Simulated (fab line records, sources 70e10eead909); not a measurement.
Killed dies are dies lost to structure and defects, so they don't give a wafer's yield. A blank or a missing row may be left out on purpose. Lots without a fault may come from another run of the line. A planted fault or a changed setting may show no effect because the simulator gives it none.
Chamber matching | flow nand_harc | NHARC_A_CONTACT_ETCH_102 on rie_diel-05: 4 sister chambers
The step etches the open film in CF4/O2, target depth 100 nm, overetch 10 nm, time 55 s. 4 wafers are shown with their chamber, then 11 later ones without.

WAFERS WITH THEIR CHAMBER
wafer  | chamber | showerhead_plenum_p_Torr (Torr)
L085.2 | 1       | 1.40
L085.3 | 2       | 1.33
L085.5 | 0       | 1.30
L090.3 | 3       | 1.28

WAFERS WITHOUT THEIR CHAMBER
wafer  | showerhead_plenum_p_Torr (Torr)
L090.4 | 1.40
L090.5 | 1.33
L092.1 | 1.30
L092.4 | 1.40
L092.5 | 1.30
L095.3 | 1.30
L095.4 | 1.32
L095.5 | 1.30
L097.2 | 1.39
L097.4 | 1.30
L097.6 | 1.28

WHICH CHAMBER EACH WENT THROUGH
wafer  | from the rows above | in truth
L090.4 | 1                   | 1
L090.5 | 2                   | 2
L092.1 | 0                   | 0
L092.4 | 1                   | 1
L092.5 | 0                   | 0
L095.3 | 0                   | 0
L095.4 | 2                   | 2
L095.5 | 0                   | 0
L097.2 | 1                   | 1
L097.4 | 0                   | 0
L097.6 | 3                   | 3
Placed correctly: 11 of 11. Can't be placed from these rows: 0. Placed wrongly: 0.
How it was worked out, from the rows above alone: a wafer's distance from a chamber is the root of the sum, over the readings, of the square of ((its reading less the chamber's mean) divided by the reading's scatter). The wafer belongs to the nearest chamber; if the next one is less than 2 further off, it can't be placed. A chamber's mean is the mean of its shown wafers. The scatter: with one shown wafer a chamber, the root of the mean of the squares of how far each hidden wafer lies from its nearest shown one.
